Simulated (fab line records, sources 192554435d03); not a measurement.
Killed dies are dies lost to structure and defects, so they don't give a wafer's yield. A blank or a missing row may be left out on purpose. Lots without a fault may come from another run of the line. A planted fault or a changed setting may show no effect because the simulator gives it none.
fab line records | flow n5_finfet
record lots=10 wafers=29 last_day=17
route steps=1938 shown BEOL_M1@825 BEOL_M2@844 BEOL_M4@1111 PASSIVATION@1936
lots that met no fault: from a run of the same line without faults
start_h: hours from the record's first day to the start of the lot's first wafer shown | wait_h: hours since the lot's step before | " the same as in the row above | L1.1+2: a row that stands for several wafers | - no value, or no start given | * or withheld: withheld | < > ~ a bound
route shown NAME@n: a module of which the file shows steps, and the number in the route of the first | usual: mean/standard deviation of fault-free wafers | same: alike in all rows | chamber/n: place in a boat | sites: the reading at each site | _std_site: their standard deviation | _edge_site: outer sites' mean less inner sites' | radius_mm: how far each site lies from the wafer's centre | mask NAME#n: copy n | behind: the tool/chamber that last shaped the wafer | hold: why the lot was held/for how many hours/how that ended | device: the transistor (n, p or np) that didn't switch | end of line: the same wafers' tests at the end of the route | a step without rows: its recipe alone | killed: dies lost to structure and defects at the first sort, not the wafer's yield | map: a wafer's dies, x killed, . not, _ none there
set.NAME: the setting as run; set.NAME@STEP: as run at that earlier step | model.NAME: the simulator's own value behind a step, which no gauge read
steps of the route over a sample of lots; a table a step, a row a wafer
services: from which hour (start_h, from the record's first day; less than 0 if before it) a tool's chamber was out of use, for how many hours, and why
## steps
# step N5_BEOL_M1_ANNEAL_91
# recipe temp_c=400 time_s=240 ambient=vacuum
# usual heater_power_w=846/93
# columns lot.wafer tool chamber start_h wait_h heater_power_w
L643.2 pvd_sputter-02 - 141.33 0.0 991
L643.3 " - " " 662
L643.6 " - " " 971
L644.1 pvd_sputter-01 - 141.86 0.0 910
L644.4 " - " " 746
L644.6 " - " " 906
L646.2 pvd_sputter-03 - 150.93 0.0 846
L646.3 " - " " 843
L646.4 " - " " 759
L649.1 pvd_sputter-01 - 171.91 0.0 881
L649.4 " - " " 735
L649.5 " - " " 739
L652.3 pvd_sputter-01 - 181.70 0.0 910
L652.4 " - " " 786
L652.6 " - " " 800
L653.2 pvd_sputter-02 - 181.78 0.0 1024
L653.3 " - " " 933
L653.5 " - " " 937
L655.5 pvd_sputter-02 - 207.48 0.1 832
L655.6 " - " " 669
L657.1 pvd_sputter-03 - 216.10 0.0 819
L657.2 " - " " 823
L657.4 " - " " 774
L658.3 pvd_sputter-02 - 224.00 0.0 839
L658.5 " - " " 937
L658.6 " - " " 1014
L666.3 pvd_sputter-01 - 270.04 0.0 746
L666.5 " - " " 900
L666.6 " - " " 705
# step N5_BEOL_M1_CMP_52
# recipe stop_on=SiOC t_overpolish_s=6.8 down_force_psi=1 platen_rpm=50 clearing_platen_down_force_psi=1.5 clearing_platen_rpm=50 post_cmp_clean=cu_alkaline target_thk_nm=40 clearing_platen_pad_velocity_m_s=0.99484 pad_velocity_m_s=0.99484
# usual barrier_field_endpoint_s=24.6/0.71 motor_current_A=6.0/0.52 overpolish_run_s=6.799/0.0094 pad_life_wafers=1109/440 time_to_endpoint_s=63/3.7
# columns lot.wafer tool chamber start_h wait_h barrier_field_endpoint_s motor_current_A overpolish_run_s pad_life_wafers time_to_endpoint_s
L643.2 cmp-03 3 142.40 0.2 25.7 5.6 6.807 1038 66
L643.3 " 1 " " 24.9 6.5 6.808 1040 61
L643.6 " 0 " " 26.0 5.5 6.788 - 67
L644.4 cmp-03 1 142.97 0.2 24.6 6.5 6.787 1045 65
L644.1 " 3 " " 25.3 5.3 6.805 1047 69
L644.6 " 1 " " 24.7 6.6 6.778 - 61
L646.4 cmp-02 3 152.05 0.1 24.4 5.4 6.800 672 59
L646.3 " 1 " " 23.6 5.5 6.805 674 59
L646.2 " 2 " " 24.3 5.9 6.819 675 63
L649.1 cmp-04 0 172.98 0.3 24.6 6.7 6.819 336 64
L649.4 " 3 " " 26.1 6.5 6.804 339 67
L649.5 " 1 " " 25.2 6.1 6.801 - 57
L652.4 cmp-02 1 182.77 0.1 23.3 5.5 6.804 906 58
L652.3 " 2 " " 23.8 5.9 6.810 907 64
L652.6 " 1 " " 23.8 5.1 6.806 - 60
L653.3 cmp-04 1 182.89 0.2 23.3 6.1 6.807 421 56
L653.2 " 2 " " 25.7 5.5 6.779 422 64
L653.5 " 0 " " 25.6 7.2 6.790 - 64
L655.5 cmp-02 3 208.67 0.2 24.9 5.7 6.798 - 62
L655.6 " 0 " " 25.2 6.2 6.804 - 67
L657.1 cmp-03 1 217.23 0.3 24.4 6.6 6.801 1483 60
L657.2 " 2 " " 24.3 6.1 6.795 1484 60
L657.4 " 3 " " 25.3 5.6 6.794 1485 64
L658.3 cmp-04 2 225.57 0.5 24.0 5.7 6.788 883 63
L658.5 " 1 " " 24.1 5.9 6.795 - 55
L658.6 " 2 " " 24.9 5.4 6.798 - 65
L666.3 cmp-03 2 271.15 0.2 24.4 6.4 6.796 1915 59
L666.6 " 1 " " 24.6 6.6 6.817 - 61
L666.5 " 2 " " 24.8 6.2 6.790 - 61
# step N5_BEOL_M1_PRE_CLEAN_60
# recipe gas=NH3/H2 time_s=15 temp_c=* rf_power_w=300
# usual heater_power_w=92/16
# columns lot.wafer tool chamber start_h wait_h heater_power_w
L643.2 cvd_co-02 0 142.73 0.0 95
L643.3 " 2 " " 122
L643.6 " 0 " " 96
L644.1 cvd_co-01 0 143.27 0.0 81
L644.4 " 0 " " 79
L644.6 " 1 " " 90
L646.2 cvd_co-01 0 152.39 0.0 79
L646.3 " 1 " " 89
L646.4 " 2 " " 69
L649.1 cvd_co-01 2 173.49 0.2 70
L649.4 " 0 " " 80
L649.5 " 1 " " 90
L652.3 cvd_co-02 2 183.10 0.0 123
L652.4 " 2 " " 124
L652.6 " 0 " " 99
L653.2 cvd_co-01 0 183.18 0.0 82
L653.3 " 1 " " 89
L653.5 " 0 " " 80
L655.5 cvd_co-01 1 208.89 0.1 89
L655.6 " 0 " " 82
L657.1 cvd_co-01 1 217.52 0.0 92
L657.2 " 0 " " 80
L657.4 " 1 " " 90
L658.3 cvd_co-02 2 226.12 0.3 125
L658.5 " 1 " " 89
L658.6 " 0 " " 96
L666.3 cvd_co-01 1 271.46 0.1 89
L666.5 " 1 " " 90
L666.6 " 0 " " 83
# step N5_BEOL_M1_INSPECT_59
# recipe inspect_instrument=darkfield mode=post_dep
# usual raw_defect_count=75/26
# columns lot.wafer tool chamber start_h wait_h raw_defect_count
L643.2 defect_inspect-02 - 142.98 0.0 130
L643.3 " - " " 103
L643.6 " - " " 113
L644.1 defect_inspect-02 - 143.52 0.0 54
L644.4 " - " " 69
L644.6 " - " " 63
L646.2 defect_inspect-01 - 152.67 0.0 39
L646.3 " - " " 86
L646.4 " - " " 64
L649.1 defect_inspect-01 - 173.77 0.0 47
L649.4 " - " " 53
L649.5 " - " " 61
L653.2 defect_inspect-02 - 183.43 0.0 73
L653.3 " - " " 58
L653.5 " - " " 38
L652.3 defect_inspect-01 - 183.49 0.0 63
L652.4 " - " " 83
L652.6 " - " " 71
L655.5 defect_inspect-01 - 209.16 0.0 94
L655.6 " - " " 52
L657.1 defect_inspect-02 - 217.83 0.0 97
L657.2 " - " " 48
L657.4 " - " " 84
L658.3 defect_inspect-01 - 226.40 0.0 1563
L658.5 " - " " 135
L658.6 " - " " 106
L666.3 defect_inspect-02 - 271.75 0.0 70
L666.5 " - " " 85
L666.6 " - " " 76
# step N5_BEOL_M2_HM_DEP_02
# recipe material=TiN target_thk_a=200 temp_c=25 chamber_pressure_pa=0.49996
# usual throttle_valve_pct=29.8/1
# columns lot.wafer tool chamber start_h wait_h throttle_valve_pct
L643.2 pvd_sputter-03 - 143.46 0.3 30.0
L643.3 " - " " 31.3
L643.6 " - " " 31.4
L644.1 pvd_sputter-03 - 143.96 0.3 31.2
L644.4 " - " " 30.1
L644.6 " - " " 29.8
L646.2 pvd_sputter-01 - 154.44 1.6 28.9
L646.3 " - " " 29.6
L646.4 " - " " 29.3
L649.1 pvd_sputter-01 - 178.21 4.3 29.4
L649.4 " - " " 28.8
L649.5 " - " " 29.6
L653.2 pvd_sputter-01 - 185.58 2.0 29.6
L653.3 " - " " 30.3
L653.5 " - " " 29.4
L652.3 pvd_sputter-01 - 185.68 2.0 30.0
L652.4 " - " " 29.7
L652.6 " - " " 29.8
L655.5 pvd_sputter-01 - 210.73 1.4 29.9
L655.6 " - " " 29.8
L657.1 pvd_sputter-02 - 219.06 1.1 30.7
L657.2 " - " " 29.2
L657.4 " - " " 31.2
L658.3 pvd_sputter-01 - 227.14 0.6 29.3
L658.5 " - " " 29.6
L658.6 " - " " 29.2
L666.3 pvd_sputter-01 - 272.62 0.7 28.7
L666.5 " - " " 29.7
L666.6 " - " " 30.2
# step N5_BEOL_M2_INSPECT_13
# recipe mode=adi inspect_instrument=brightfield
# usual raw_defect_count=414/92
# columns lot.wafer tool chamber start_h wait_h raw_defect_count
L643.2 defect_inspect-01 - 143.94 0.0 447
L643.3 " - " " 643
L643.6 " - " " 652
L644.1 defect_inspect-01 - 144.57 0.1 317
L644.4 " - " " 396
L644.6 " - " " 428
L646.2 defect_inspect-02 - 154.92 0.0 464
L646.3 " - " " 469
L646.4 " - " " 373
L649.1 defect_inspect-01 - 178.88 0.1 250
L649.4 " - " " 322
L649.5 " - " " 285
L653.2 defect_inspect-01 - 186.06 0.0 349
L653.3 " - " " 409
L653.5 " - " " 378
L652.3 defect_inspect-01 - 186.29 0.0 401
L652.4 " - " " 387
L652.6 " - " " 387
L655.5 defect_inspect-01 - 211.17 0.0 371
L655.6 " - " " 281
L657.1 defect_inspect-01 - 219.70 0.1 456
L657.2 " - " " 451
L657.4 " - " " 416
L658.3 defect_inspect-02 - 227.63 0.0 2014
L658.5 " - " " 523
L658.6 " - " " 386
L666.3 defect_inspect-01 - 273.10 0.0 369
L666.5 " - " " 508
L666.6 " - " " 503
# step N5_BEOL_M4_RC_MEAS_101
# usual DIBL_N=37.2/1.9 DIBL_P=37.3/2.2 IOFF_N=0.18/0.038 IOFF_P=0.22/0.039 ION_N=678/11 ION_P=462/6.9 SS_N=71.8/0.68 SS_P=73.5/0.65 VT_N=249/3.4 VT_P=-250/3.2
# columns lot.wafer tool chamber start_h wait_h DIBL_N[mV/V] DIBL_P[mV/V] IOFF_N[nA/um] IOFF_P[nA/um] ION_N[uA/um] ION_P[uA/um] SS_N[mV/dec] SS_P[mV/dec] VT_N[mV] VT_P[mV]
L643.2 prober-01 0 178.96 0.2 39.7 40.5 0.22 0.25 690 461 72.7 73.3 246 -250
L643.3 " 0 " " 36.8 36.0 0.15 0.18 654 450 71.7 73.0 254 -252
L643.6 " 0 " " 35.2 35.4 0.14 0.17 673 455 72.3 72.4 251 -254
L644.1 prober-02 0 179.31 0.0 35.0 34.6 0.13 0.15 660 449 71.1 72.9 250 -255
L644.4 " 0 " " 38.2 37.9 0.20 0.20 669 449 71.7 72.7 247 -252
L644.6 " 0 " " 34.7 35.4 0.14 0.17 677 458 71.3 73.3 250 -252
L646.2 prober-02 0 193.29 0.2 37.6 37.9 0.18 0.26 673 465 71.8 73.4 248 -248
L646.3 " 0 " " 39.2 37.8 0.22 0.26 693 466 72.8 73.0 245 -245
L646.4 " 0 " " 36.5 35.9 0.16 0.22 664 460 72.1 73.3 251 -249
L649.1 prober-01 0 212.36 0.0 35.6 35.4 0.15 0.22 672 471 70.9 73.2 252 -246
L649.4 " 0 " " 35.2 34.8 0.15 0.21 685 475 71.3 72.8 249 -247
L649.5 " 0 " " 36.8 37.2 0.17 0.24 679 474 70.8 73.7 248 -247
L653.2 prober-02 0 224.24 0.2 39.2 39.2 0.21 0.23 699 465 71.7 73.5 245 -249
L653.3 " 0 " " 37.5 37.9 0.18 0.21 675 460 71.3 73.6 246 -250
L653.5 " 0 " " 38.4 38.4 0.19 0.23 681 456 72.1 73.5 246 -252
L652.3 prober-01 0 224.27 0.3 37.8 36.8 0.16 0.21 684 460 71.1 73.3 252 -249
L652.4 " 0 " " 37.4 36.3 0.15 0.21 691 472 71.6 72.7 251 -248
L652.6 " 0 " " 34.0 32.8 0.11 0.17 676 471 70.4 71.9 254 -253
L655.5 prober-01 0 251.32 0.6 37.4 37.8 0.18 0.20 682 457 72.3 73.8 249 -253
L655.6 " 0 " " 37.2 36.9 0.17 0.18 677 448 72.1 73.4 251 -255
L658.3 prober-01 0 259.47 0.3 36.9 35.2 0.15 0.19 676 461 71.7 72.9 250 -250
L658.5 " 0 " " 38.3 38.0 0.19 0.24 684 464 71.8 74.0 248 -249
L658.6 " 0 " " 36.3 35.0 0.15 0.20 675 460 71.7 73.7 251 -251
L657.1 prober-01 0 264.34 0.0 40.5 39.0 0.22 0.26 682 466 72.9 73.8 247 -248
L657.2 " 0 " " 38.5 37.2 0.19 0.23 686 472 70.8 73.6 245 -249
L657.4 " 0 " " 37.3 35.0 0.15 0.20 665 460 70.8 72.8 253 -251
L666.3 prober-02 0 310.43 0.3 35.6 36.9 0.16 0.19 669 460 71.8 73.2 251 -253
L666.5 " 0 " " 33.3 32.9 0.11 0.15 655 453 71.8 73.2 257 -255
L666.6 " 0 " " 37.0 37.7 0.18 0.22 678 459 72.6 73.6 248 -250
# step N5_PASSIVATION_PROBE_49
# usual defect_limited_yield=91.2/1.6 killed_at_M0_to_M3=31/10 killed_at_M4_up=14/4.4 killed_at_contacts=13/6 killed_at_front_end=43/13 killed_at_other=3.5/2.6 killed_dies=104/18 killed_open=68/14 killed_short=34/8.1 sort_bin_4_leakage=0.01/0.073 sort_bin_5_function=5.1/1.1 sort_bin_6_memory=3.3/0.68 sort_n_pass=1076/18 sort_yield_pct=91.2/1.6
# same gross_dies=1180 killed_at_back_side=0 sort_bin_8_speed[%]=0
# columns lot.wafer tool chamber start_h wait_h defect_limited_yield[%] killed_at_M0_to_M3 killed_at_M4_up killed_at_contacts killed_at_front_end killed_at_other killed_dies killed_open killed_short sort_bin_4_leakage[%] sort_bin_5_function[%] sort_bin_6_memory[%] sort_n_pass sort_yield_pct[%]
L643.2 prober-01 - 278.32 0.1 91.7 32 5 5 49 7 98 56 42 0 4.8 3.1 1082 91.7
L643.3 prober-01 - 278.37 0.1 89.7 38 13 11 50 10 122 68 52 0 6.6 3.5 1058 89.7
L643.6 prober-01 - 278.52 0.3 91.7 26 12 11 42 7 98 62 35 0 5.2 2.8 1082 91.7
L644.1 prober-02 - 284.49 0.0 92.7 24 8 11 42 1 86 55 31 0 4.0 3.1 1094 92.7
L644.4 prober-02 - 284.64 0.2 91.9 36 8 18 27 6 95 61 34 0 5.1 2.7 1085 91.9
L644.6 prober-02 - 284.74 0.3 93.3 23 11 13 32 0 79 57 22 0 3.4 3.1 1101 93.3
L646.2 prober-02 - 292.30 0.1 95.0 18 7 6 27 1 59 41 17 0 2.6 2.3 1121 95.0
L646.3 prober-02 - 292.35 0.1 93.2 28 9 12 26 5 80 51 29 0.08 3.6 3.1 1099 93.1
L646.4 prober-02 - 292.40 0.2 93.6 29 10 9 23 4 75 45 29 0 3.9 2.1 1105 93.6
L649.1 prober-01 - 321.12 0.0 92.5 31 18 13 24 2 88 59 29 0 4.2 2.7 1092 92.5
L649.4 prober-01 - 321.27 0.2 92.7 44 6 8 25 3 86 57 28 0 3.8 3.0 1094 92.7
L649.5 prober-01 - 321.32 0.2 90.5 35 10 7 60 0 112 60 48 0 6.0 3.2 1068 90.5
L653.2 prober-02 - 330.88 0.1 91.3 36 13 11 34 9 103 62 41 0 5.0 3.4 1077 91.3
L653.3 prober-02 - 330.93 0.1 89.7 36 20 10 51 4 121 82 38 0 6.0 3.5 1059 89.7
L653.5 prober-02 - 331.03 0.2 91.4 40 14 0 38 9 101 61 39 0 5.4 2.9 1079 91.4
L652.3 prober-01 - 331.59 0.1 91.0 20 16 13 51 6 106 71 34 0 5.2 3.2 1074 91.0
L652.4 prober-01 - 331.64 0.2 94.7 24 6 4 24 4 62 37 25 0 1.9 3.1 1118 94.7
L652.6 prober-01 - 331.74 0.3 89.2 41 13 6 63 5 128 77 46 0 6.1 3.7 1052 89.2
L655.5 prober-02 - 351.45 0.2 88.3 51 14 28 38 7 138 89 49 0 7.6 3.8 1042 88.3
L655.6 prober-02 - 351.50 0.3 89.5 51 25 11 32 5 124 71 53 0 5.8 4.4 1056 89.5
L658.3 prober-02 - 354.47 0.1 79.0 175 12 12 44 5 248 68 25 0 12.4 5.1 932 79.0
L658.5 prober-02 - 354.57 0.2 93.6 22 13 14 19 8 76 56 19 0 4.0 2.3 1104 93.6
L658.6 prober-02 - 354.62 0.3 88.9 47 10 22 46 6 131 80 50 0 6.7 3.8 1049 88.9
L657.1 prober-01 - 368.08 0.0 90.8 35 11 14 47 1 108 70 37 0 5.3 3.3 1072 90.8
L657.2 prober-01 - 368.13 0.1 93.9 24 10 9 27 2 72 50 22 0 3.4 2.5 1108 93.9
L657.4 prober-01 - 368.23 0.2 91.2 20 15 17 49 3 104 67 36 0 5.3 3.1 1076 91.2
L666.3 prober-01 - 419.55 0.1 91.4 19 19 14 43 7 102 64 31 0 4.7 3.1 1078 91.4
L666.5 prober-01 - 419.65 0.2 90.6 16 21 13 56 5 111 77 29 0 5.6 3.4 1069 90.6
L666.6 prober-01 - 419.70 0.3 91.1 43 20 7 31 4 105 74 28 0 5.1 3.5 1075 91.1
# killed by level:class
L643.2 FIN_SAQP:geometric_particle:open=15 BEOL_M0_SAQP:geometric_particle:short=12 FIN_SAQP:geometric_particle:short=11 BEOL_M3:geometric_particle:open=7 BEOL_M0_SAQP:geometric_particle:open=6 STARTING-WAFER:geometric_particle:short=6 DUMMY_GATE:geometric_particle:open=5 MOL_CONTACT_COAG:geometric_particle:open=4
L643.3 FIN_SAQP:geometric_particle:short=20 BEOL_M0_SAQP:geometric_particle:open=10 BEOL_M3:geometric_particle:open=10 MOL_CONTACT_COAG:geometric_particle:open=9 FIN_SAQP:geometric_particle:open=8 STI_FIN_REVEAL:geometric_particle:open=7 BEOL_M4:geometric_particle:open=7 BEOL_M3:geometric_particle:short=6
L643.6 FIN_SAQP:geometric_particle:short=12 FIN_SAQP:geometric_particle:open=11 MOL_CONTACT_COAG:geometric_particle:open=9 BEOL_M3:geometric_particle:open=7 STI_FIN_REVEAL:geometric_particle:open=6 BEOL_M0_SAQP:geometric_particle:open=5 BEOL_M0_SAQP:geometric_particle:short=5 BEOL_M7:geometric_particle:open=5
L644.1 FIN_SAQP:geometric_particle:open=16 FIN_SAQP:geometric_particle:short=9 MOL_CONTACT_COAG:geometric_particle:open=7 BEOL_M0_SAQP:geometric_particle:short=5 GATE_CUT:geometric_particle:short=4 GATE_CUT:geometric_particle:open=4 MOL_CONTACT_COAG:geometric_particle:short=4 BEOL_M0:geometric_particle:open=4
L644.4 MOL_CONTACT_COAG:geometric_particle:open=12 FIN_SAQP:geometric_particle:open=6 FIN_SAQP:geometric_particle:short=6 MOL_CONTACT_COAG:geometric_particle:short=6 BEOL_M3:geometric_particle:open=6 BEOL_M1:geometric_particle:open=6 BEOL_M0_SAQP:geometric_particle:open=5 BEOL_M0:geometric_particle:open=5
L644.6 FIN_SAQP:geometric_particle:open=16 MOL_CONTACT_COAG:geometric_particle:open=13 BEOL_M4:geometric_particle:open=7 FIN_SAQP:geometric_particle:short=6 BEOL_M1:geometric_particle:open=6 BEOL_M0:geometric_particle:open=5 BEOL_M0_SAQP:geometric_particle:short=4 BEOL_M3:geometric_particle:open=4
L646.2 DUMMY_GATE:geometric_particle:open=9 BEOL_M0_SAQP:geometric_particle:open=6 MOL_CONTACT_COAG:geometric_particle:open=5 BEOL_M3:geometric_particle:open=5 FIN_SAQP:geometric_particle:open=4 BEOL_M0_SAQP:geometric_particle:short=3 BEOL_M5:geometric_particle:open=3 FIN_SAQP:geometric_particle:short=2
L646.3 MOL_CONTACT_COAG:geometric_particle:open=11 BEOL_M3:geometric_particle:open=8 BEOL_M0_SAQP:geometric_particle:short=6 FIN_SAQP:geometric_particle:open=4 FIN_SAQP:geometric_particle:short=4 STARTING-WAFER:geometric_particle:open=4 GATE_CUT:geometric_particle:short=4 BEOL_M2:geometric_particle:open=4
L646.4 BEOL_M0_SAQP:geometric_particle:short=11 MOL_CONTACT_COAG:geometric_particle:open=8 DUMMY_GATE:geometric_particle:open=6 BEOL_M5:geometric_particle:open=6 BEOL_M0:geometric_particle:open=5 FIN_SAQP:geometric_particle:short=4 STI_FIN_REVEAL:geometric_particle:open=4 BEOL_M2:geometric_particle:open=4
L649.1 BEOL_M0_SAQP:geometric_particle:open=12 MOL_CONTACT_COAG:geometric_particle:open=11 BEOL_M4:geometric_particle:open=10 GATE_CUT:geometric_particle:short=7 STARTING-WAFER:geometric_particle:short=4 BEOL_M0_SAQP:geometric_particle:short=4 BEOL_M2:geometric_particle:open=4 BEOL_M3:geometric_particle:open=4
L649.4 BEOL_M0_SAQP:geometric_particle:short=12 BEOL_M0_SAQP:geometric_particle:open=11 BEOL_M2:geometric_particle:open=9 MOL_CONTACT_COAG:geometric_particle:open=7 FIN_SAQP:geometric_particle:open=4 STI_FIN_REVEAL:geometric_particle:open=3 DUMMY_GATE:geometric_particle:open=3 BEOL_M0:geometric_particle:open=3
L649.5 FIN_SAQP:geometric_particle:short=13 ILD0:geometric_particle:open=7 GATE_CUT:geometric_particle:short=7 BEOL_M0_SAQP:geometric_particle:open=7 BEOL_M0:geometric_particle:open=7 STARTING-WAFER:geometric_particle:open=7 BEOL_M1:geometric_particle:open=6 FIN_SAQP:geometric_particle:open=5
L653.2 FIN_SAQP:geometric_particle:open=12 BEOL_M0_SAQP:geometric_particle:short=10 MOL_CONTACT_COAG:geometric_particle:open=8 BEOL_M1:geometric_particle:open=7 BEOL_M0_SAQP:geometric_particle:open=6 FIN_SAQP:geometric_particle:short=5 BEOL_M1:geometric_particle:short=5 BEOL_M4:geometric_particle:short=4
L653.3 FIN_SAQP:geometric_particle:open=17 BEOL_M0_SAQP:geometric_particle:short=12 BEOL_M0_SAQP:geometric_particle:open=12 MOL_CONTACT_COAG:geometric_particle:open=8 STI_FIN_REVEAL:geometric_particle:open=7 GATE_CUT:geometric_particle:short=6 BEOL_M3:geometric_particle:open=5 BEOL_M5:geometric_particle:open=4
L653.5 BEOL_M0_SAQP:geometric_particle:open=10 STI_FIN_REVEAL:geometric_particle:open=9 BEOL_M0_SAQP:geometric_particle:short=9 FIN_SAQP:geometric_particle:short=6 BEOL_M3:geometric_particle:open=6 BEOL_M4:geometric_particle:short=6 FIN_SAQP:geometric_particle:open=5 BEOL_M1:geometric_particle:open=5
L652.3 MOL_CONTACT_COAG:geometric_particle:open=12 FIN_SAQP:geometric_particle:open=9 GATE_CUT:geometric_particle:open=9 BEOL_M4:geometric_particle:open=9 FIN_SAQP:geometric_particle:short=7 DUMMY_GATE:geometric_particle:open=6 GATE_CUT:geometric_particle:short=6 BEOL_M0_SAQP:geometric_particle:open=5
L652.4 BEOL_M2:geometric_particle:open=6 FIN_SAQP:geometric_particle:open=5 BEOL_M1:geometric_particle:open=5 BEOL_M1:geometric_particle:short=5 FIN_SAQP:geometric_particle:short=3 STI_FIN_REVEAL:geometric_particle:open=3 GATE_CUT:geometric_particle:short=3 MOL_CONTACT_COAG:geometric_particle:open=3
L652.6 FIN_SAQP:geometric_particle:short=17 FIN_SAQP:geometric_particle:open=16 BEOL_M0_SAQP:geometric_particle:open=16 BEOL_M0_SAQP:geometric_particle:short=14 GATE_CUT:geometric_particle:open=6 BEOL_M4:geometric_particle:open=5 HKMG_FIN:area_etch=5 STARTING-WAFER:geometric_particle:open=4
L655.5 BEOL_M0_SAQP:geometric_particle:open=22 MOL_CONTACT_COAG:geometric_particle:open=20 BEOL_M0_SAQP:geometric_particle:short=14 FIN_SAQP:geometric_particle:open=13 MOL_CONTACT_COAG:geometric_particle:short=8 FIN_SAQP:geometric_particle:short=6 BEOL_M2:geometric_particle:open=5 BEOL_M3:geometric_particle:open=5
L655.6 BEOL_M0_SAQP:geometric_particle:short=14 BEOL_M0_SAQP:geometric_particle:open=13 BEOL_M2:geometric_particle:open=12 BEOL_M4:geometric_particle:open=12 FIN_SAQP:geometric_particle:short=9 MOL_CONTACT_COAG:geometric_particle:open=7 STARTING-WAFER:geometric_particle:short=6 GATE_CUT:geometric_particle:short=5
L658.3 BEOL_M1:unspecified=155 STI_FIN_REVEAL:geometric_particle:open=20 MOL_CONTACT_COAG:geometric_particle:open=10 BEOL_M4:geometric_particle:open=7 STI_FIN_REVEAL:geometric_particle:short=5 GATE_CUT:geometric_particle:short=4 GATE_CUT:geometric_particle:open=4 BEOL_M0_SAQP:geometric_particle:open=4
L658.5 MOL_CONTACT_COAG:geometric_particle:open=12 BEOL_M4:geometric_particle:open=8 DUMMY_GATE:geometric_particle:open=6 BEOL_M0_SAQP:geometric_particle:open=6 BEOL_M0_SAQP:geometric_particle:short=5 PAD_METAL:geometric_particle:open=5 BEOL_M1:geometric_particle:open=4 STI_FIN_REVEAL:geometric_particle:short=2
L658.6 MOL_CONTACT_COAG:geometric_particle:open=19 BEOL_M0_SAQP:geometric_particle:short=11 BEOL_M3:geometric_particle:open=10 BEOL_M0_SAQP:geometric_particle:open=10 DUMMY_GATE:geometric_particle:open=7 FIN_SAQP:geometric_particle:open=6 STI_FIN_REVEAL:geometric_particle:open=6 BEOL_M2:geometric_particle:open=6
L657.1 BEOL_M2:geometric_particle:open=13 MOL_CONTACT_COAG:geometric_particle:open=12 STI_FIN_REVEAL:geometric_particle:open=9 BEOL_M0_SAQP:geometric_particle:short=9 GATE_CUT:geometric_particle:short=8 FIN_SAQP:geometric_particle:short=6 BEOL_M3:geometric_particle:open=6 DUMMY_GATE:geometric_particle:open=5
L657.2 BEOL_M2:geometric_particle:open=7 MOL_CONTACT_COAG:geometric_particle:open=7 BEOL_M4:geometric_particle:open=6 DUMMY_GATE:geometric_particle:open=5 BEOL_M0_SAQP:geometric_particle:open=4 BEOL_M3:geometric_particle:open=4 DUMMY_GATE:geometric_particle:short=3 BEOL_M1:geometric_particle:open=3
L657.4 MOL_CONTACT_COAG:geometric_particle:open=13 STI_FIN_REVEAL:geometric_particle:open=11 BEOL_M2:geometric_particle:open=7 BEOL_M0_SAQP:geometric_particle:short=6 BEOL_M4:geometric_particle:open=6 FIN_SAQP:geometric_particle:open=5 GATE_CUT:geometric_particle:open=5 STARTING-WAFER:geometric_particle:short=4
L666.3 FIN_SAQP:geometric_particle:open=10 STI_FIN_REVEAL:geometric_particle:open=10 BEOL_M4:geometric_particle:open=10 MOL_CONTACT_COAG:geometric_particle:open=8 MOL_CONTACT_COAG:geometric_particle:short=6 HKMG_FIN:area_etch=5 FIN_SAQP:geometric_particle:short=4 BEOL_M3:geometric_particle:open=4
L666.5 STI_FIN_REVEAL:geometric_particle:open=17 MOL_CONTACT_COAG:geometric_particle:open=12 BEOL_M4:geometric_particle:open=8 FIN_SAQP:geometric_particle:open=5 FIN_SAQP:geometric_particle:short=5 STI_FIN_REVEAL:geometric_particle:short=5 GATE_CUT:geometric_particle:open=5 BEOL_M3:geometric_particle:open=4
L666.6 STI_FIN_REVEAL:geometric_particle:open=11 BEOL_M1:geometric_particle:open=11 BEOL_M3:geometric_particle:open=10 MOL_CONTACT_COAG:geometric_particle:open=6 BEOL_M1:geometric_particle:short=5 BEOL_M2:geometric_particle:open=5 DUMMY_GATE:geometric_particle:open=4 BEOL_M7:geometric_particle:open=4
## services
# columns tool chamber start_h hours kind
cmp-02 - 123.42 1.0 repair
cmp-04 - 131.09 4.0 pm
cmp-04 - 135.09 - consumable_replace:conditioner
cmp-04 - 135.09 - consumable_replace:pad
cmp-02 - 153.09 1.6 repair
pvd_sputter-02 - 156.98 2.5 repair
cvd_co-01 2 188.77 197.0 repair
cmp-03 - 196.86 11.9 pm
cmp-03 - 208.79 7.8 pm
cvd_co-02 - 212.38 6.0 pm
cmp-02 - 212.42 2.3 repair
cmp-02 - 224.34 2.1 repair
cvd_co-01 0 242.33 9.0 repair
pvd_sputter-01 - 254.97 2.7 repair
cmp-02 - 257.53 0.8 repair
cvd_co-02 - 266.63 6.9 pm
## key
first_sign step=N5_BEOL_M1_INSPECT_59 reading=raw_defect_count direction=up sigmas=58 usual=75 struck=1563
effect step=N5_BEOL_M2_INSPECT_13 reading=raw_defect_count direction=up sigmas=17 usual=414 struck=2014
effect step=N5_PASSIVATION_PROBE_49 reading=killed_at_M0_to_M3 direction=up sigmas=14 usual=31 struck=175
more_kills_born_at N5_BEOL_M1_PRE_CLEAN_60@cvd_co-02=155
met_at N5_BEOL_M1_PRE_CLEAN_60
struck_lots L658
struck_wafers L658.3
not_acting_at N5_BEOL_M1_ANNEAL_91,N5_BEOL_M1_CMP_52,N5_BEOL_M2_HM_DEP_02
onset_between 183.10 226.12
fault kind=chamber_particle_source tool=cvd_co-02 chamber=2 onset_h=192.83 steps=N5_BEOL_M1_PRE_CLEAN_60 rate_per_visit_cm2=2.177 end_h=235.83
